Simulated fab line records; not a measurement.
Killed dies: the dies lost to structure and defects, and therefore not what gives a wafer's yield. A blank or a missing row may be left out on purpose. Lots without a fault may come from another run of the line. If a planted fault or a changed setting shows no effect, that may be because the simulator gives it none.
Split-lot experiment / flow n5_finfet / route with 1938 steps; 7 lots, 39 wafers read

ON THE SPLIT
At N5_PASSIVATION_PECVD_01 (deposits SiNx from SiH4/NH3/N2, target thk 200 nm, time 43.2 s), the setting time_s was moved away from the recipe's 43.2 s on 9 of the 39 wafers read, by -20.5% to +52.2%. For the rest of the wafers, this setting stayed at what the recipe calls for.

The reading comes from the split's own step.

THE READING
SiNx_of_PASSIVATION_PECVD_01.thk_nm (the simulator's own value, which no gauge read), in nm, at N5_PASSIVATION_PECVD_01 (deposits SiNx from SiH4/NH3/N2, target thk 200 nm, time 43.2 s). The file does not state a usual value for it. The 30 wafers here that ran the recipe average 199.2 nm, standard deviation 2.1 nm.

wafer=L076.1; tool, chamber at the split=pecvd-04, 2; time_s as run, s=59.76; against the recipe=+38.3%; SiNx_of_PASSIVATION_PECVD_01.thk_nm, nm=270.6; against lot-mates on the recipe=+73.1
wafer=L076.2; tool, chamber at the split=pecvd-04, 0; time_s as run, s=43.2; against the recipe=recipe; SiNx_of_PASSIVATION_PECVD_01.thk_nm, nm=196.6; against lot-mates on the recipe=-
wafer=L076.3; tool, chamber at the split=pecvd-04, 1; time_s as run, s=43.2; against the recipe=recipe; SiNx_of_PASSIVATION_PECVD_01.thk_nm, nm=195.6; against lot-mates on the recipe=-
wafer=L076.4; tool, chamber at the split=pecvd-04, 1; time_s as run, s=59.76; against the recipe=+38.3%; SiNx_of_PASSIVATION_PECVD_01.thk_nm, nm=278.6; against lot-mates on the recipe=+81.1
wafer=L076.5; tool, chamber at the split=pecvd-04, 0; time_s as run, s=43.2; against the recipe=recipe; SiNx_of_PASSIVATION_PECVD_01.thk_nm, nm=200.2; against lot-mates on the recipe=-
wafer=L076.6; tool, chamber at the split=pecvd-04, 2; time_s as run, s=59.76; against the recipe=+38.3%; SiNx_of_PASSIVATION_PECVD_01.thk_nm, nm=278.8; against lot-mates on the recipe=+81.3
wafer=L080.1; tool, chamber at the split=pecvd-01, 0; time_s as run, s=34.33; against the recipe=-20.5%; SiNx_of_PASSIVATION_PECVD_01.thk_nm, nm=156.4; against lot-mates on the recipe=-42.6
wafer=L080.2; tool, chamber at the split=pecvd-01, 1; time_s as run, s=34.33; against the recipe=-20.5%; SiNx_of_PASSIVATION_PECVD_01.thk_nm, nm=156.6; against lot-mates on the recipe=-42.4
wafer=L080.3; tool, chamber at the split=pecvd-01, 0; time_s as run, s=43.2; against the recipe=recipe; SiNx_of_PASSIVATION_PECVD_01.thk_nm, nm=198.6; against lot-mates on the recipe=-
wafer=L080.4; tool, chamber at the split=pecvd-01, 1; time_s as run, s=43.2; against the recipe=recipe; SiNx_of_PASSIVATION_PECVD_01.thk_nm, nm=199; against lot-mates on the recipe=-
wafer=L080.5; tool, chamber at the split=pecvd-01, 0; time_s as run, s=34.33; against the recipe=-20.5%; SiNx_of_PASSIVATION_PECVD_01.thk_nm, nm=158.4; against lot-mates on the recipe=-40.6
wafer=L080.6; tool, chamber at the split=pecvd-01, 1; time_s as run, s=43.2; against the recipe=recipe; SiNx_of_PASSIVATION_PECVD_01.thk_nm, nm=199.4; against lot-mates on the recipe=-
wafer=L081.2; tool, chamber at the split=pecvd-01, 1; time_s as run, s=43.2; against the recipe=recipe; SiNx_of_PASSIVATION_PECVD_01.thk_nm, nm=200.8; against lot-mates on the recipe=-
wafer=L081.3; tool, chamber at the split=pecvd-01, 0; time_s as run, s=43.2; against the recipe=recipe; SiNx_of_PASSIVATION_PECVD_01.thk_nm, nm=196.6; against lot-mates on the recipe=-
wafer=L081.6; tool, chamber at the split=pecvd-01, 1; time_s as run, s=43.2; against the recipe=recipe; SiNx_of_PASSIVATION_PECVD_01.thk_nm, nm=201; against lot-mates on the recipe=-
wafer=L084.1; tool, chamber at the split=pecvd-04, 0,2; time_s as run, s=43.2; against the recipe=recipe; SiNx_of_PASSIVATION_PECVD_01.thk_nm, nm=198; against lot-mates on the recipe=-
wafer=L084.3; tool, chamber at the split=pecvd-04, 0,2; time_s as run, s=43.2; against the recipe=recipe; SiNx_of_PASSIVATION_PECVD_01.thk_nm, nm=198; against lot-mates on the recipe=-
wafer=L084.2; tool, chamber at the split=pecvd-04, 1; time_s as run, s=43.2; against the recipe=recipe; SiNx_of_PASSIVATION_PECVD_01.thk_nm, nm=200.2; against lot-mates on the recipe=-
wafer=L084.4; tool, chamber at the split=pecvd-04, 2; time_s as run, s=43.2; against the recipe=recipe; SiNx_of_PASSIVATION_PECVD_01.thk_nm, nm=201; against lot-mates on the recipe=-
wafer=L084.5; tool, chamber at the split=pecvd-04, 0; time_s as run, s=43.2; against the recipe=recipe; SiNx_of_PASSIVATION_PECVD_01.thk_nm, nm=202.2; against lot-mates on the recipe=-
wafer=L084.6; tool, chamber at the split=pecvd-04, 1; time_s as run, s=43.2; against the recipe=recipe; SiNx_of_PASSIVATION_PECVD_01.thk_nm, nm=200.4; against lot-mates on the recipe=-
wafer=L085.1; tool, chamber at the split=pecvd-03, 1; time_s as run, s=43.2; against the recipe=recipe; SiNx_of_PASSIVATION_PECVD_01.thk_nm, nm=193.8; against lot-mates on the recipe=-
wafer=L085.2; tool, chamber at the split=pecvd-03, 2; time_s as run, s=43.2; against the recipe=recipe; SiNx_of_PASSIVATION_PECVD_01.thk_nm, nm=195.8; against lot-mates on the recipe=-
wafer=L085.3; tool, chamber at the split=pecvd-03, 0; time_s as run, s=43.2; against the recipe=recipe; SiNx_of_PASSIVATION_PECVD_01.thk_nm, nm=199.2; against lot-mates on the recipe=-
wafer=L085.4; tool, chamber at the split=pecvd-03, 1,0; time_s as run, s=43.2; against the recipe=recipe; SiNx_of_PASSIVATION_PECVD_01.thk_nm, nm=200.4; against lot-mates on the recipe=-
wafer=L085.6; tool, chamber at the split=pecvd-03, 1,0; time_s as run, s=43.2; against the recipe=recipe; SiNx_of_PASSIVATION_PECVD_01.thk_nm, nm=200.4; against lot-mates on the recipe=-
wafer=L085.5; tool, chamber at the split=pecvd-03, 2; time_s as run, s=43.2; against the recipe=recipe; SiNx_of_PASSIVATION_PECVD_01.thk_nm, nm=198; against lot-mates on the recipe=-
wafer=L095.1; tool, chamber at the split=pecvd-01, 0,2; time_s as run, s=43.2; against the recipe=recipe; SiNx_of_PASSIVATION_PECVD_01.thk_nm, nm=198.4; against lot-mates on the recipe=-
wafer=L095.3; tool, chamber at the split=pecvd-01, 0,2; time_s as run, s=43.2; against the recipe=recipe; SiNx_of_PASSIVATION_PECVD_01.thk_nm, nm=198.4; against lot-mates on the recipe=-
wafer=L095.2; tool, chamber at the split=pecvd-01, 1; time_s as run, s=43.2; against the recipe=recipe; SiNx_of_PASSIVATION_PECVD_01.thk_nm, nm=201.6; against lot-mates on the recipe=-
wafer=L095.4; tool, chamber at the split=pecvd-01, 1; time_s as run, s=65.77; against the recipe=+52.2%; SiNx_of_PASSIVATION_PECVD_01.thk_nm, nm=309.4; against lot-mates on the recipe=+109.9
wafer=L095.5; tool, chamber at the split=pecvd-01, 0; time_s as run, s=65.77; against the recipe=+52.2%; SiNx_of_PASSIVATION_PECVD_01.thk_nm, nm=307.6; against lot-mates on the recipe=+108.1
wafer=L095.6; tool, chamber at the split=pecvd-01, 2; time_s as run, s=65.77; against the recipe=+52.2%; SiNx_of_PASSIVATION_PECVD_01.thk_nm, nm=307.4; against lot-mates on the recipe=+107.9
wafer=L097.1; tool, chamber at the split=pecvd-04, 0; time_s as run, s=43.2; against the recipe=recipe; SiNx_of_PASSIVATION_PECVD_01.thk_nm, nm=201; against lot-mates on the recipe=-
wafer=L097.2; tool, chamber at the split=pecvd-04, 2; time_s as run, s=43.2; against the recipe=recipe; SiNx_of_PASSIVATION_PECVD_01.thk_nm, nm=199; against lot-mates on the recipe=-
wafer=L097.3; tool, chamber at the split=pecvd-04, 1; time_s as run, s=43.2; against the recipe=recipe; SiNx_of_PASSIVATION_PECVD_01.thk_nm, nm=196.6; against lot-mates on the recipe=-
wafer=L097.4; tool, chamber at the split=pecvd-04, 2; time_s as run, s=43.2; against the recipe=recipe; SiNx_of_PASSIVATION_PECVD_01.thk_nm, nm=201.2; against lot-mates on the recipe=-
wafer=L097.5; tool, chamber at the split=pecvd-04, 1; time_s as run, s=43.2; against the recipe=recipe; SiNx_of_PASSIVATION_PECVD_01.thk_nm, nm=202.2; against lot-mates on the recipe=-
wafer=L097.6; tool, chamber at the split=pecvd-04, 0; time_s as run, s=43.2; against the recipe=recipe; SiNx_of_PASSIVATION_PECVD_01.thk_nm, nm=202; against lot-mates on the recipe=-
Where a row lists several chambers, the file gives one row for several wafers and doesn't say which wafer went through which chamber.

THE FIT
A straight line over all 39 wafers: SiNx_of_PASSIVATION_PECVD_01.thk_nm changes by +2.06 nm for each +1% of time_s; r = +1.00; the points scatter about the line by 2.3 nm.
The same after taking each lot's own level away (the mean of its wafers on the recipe; 39 wafers): +2.07 nm for each +1%; r = +1.00; scatter 2.1 nm.
Per that fit: largest time_s move, reading shift of 1.1e+02 nm.
The span of the lots' own levels, 197.47 to 200.33 nm, comes to 1.4 times the standard deviation stated above.
The two slopes are in agreement: the lot-to-lot level therefore moves the slope only a little.
Check: +107 nm against its lot-mates is what the line predicts for one of the wafers moved furthest among these (+52.2%) when that wafer is left out of the fit. Against them it came out at +110 nm.

THESE WAFERS: OTHER SPLITS
These wafers also went through other splits before the reading. Each is held against what the fit with the lots' levels taken away leaves over:
other split on the same wafers=N5_BEOL_M10_ILD_DEP_00 target_thk_a; wafers away from the commonest value=18; r with SiNx_of_PASSIVATION_PECVD_01.thk_nm (lot level and that fit taken away)=+0.00

THE FILE'S OWN FIT
SiNx_of_PASSIVATION_PECVD_01.thk_nm changes by +2.07 nm for each +1% of time_s, r = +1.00.
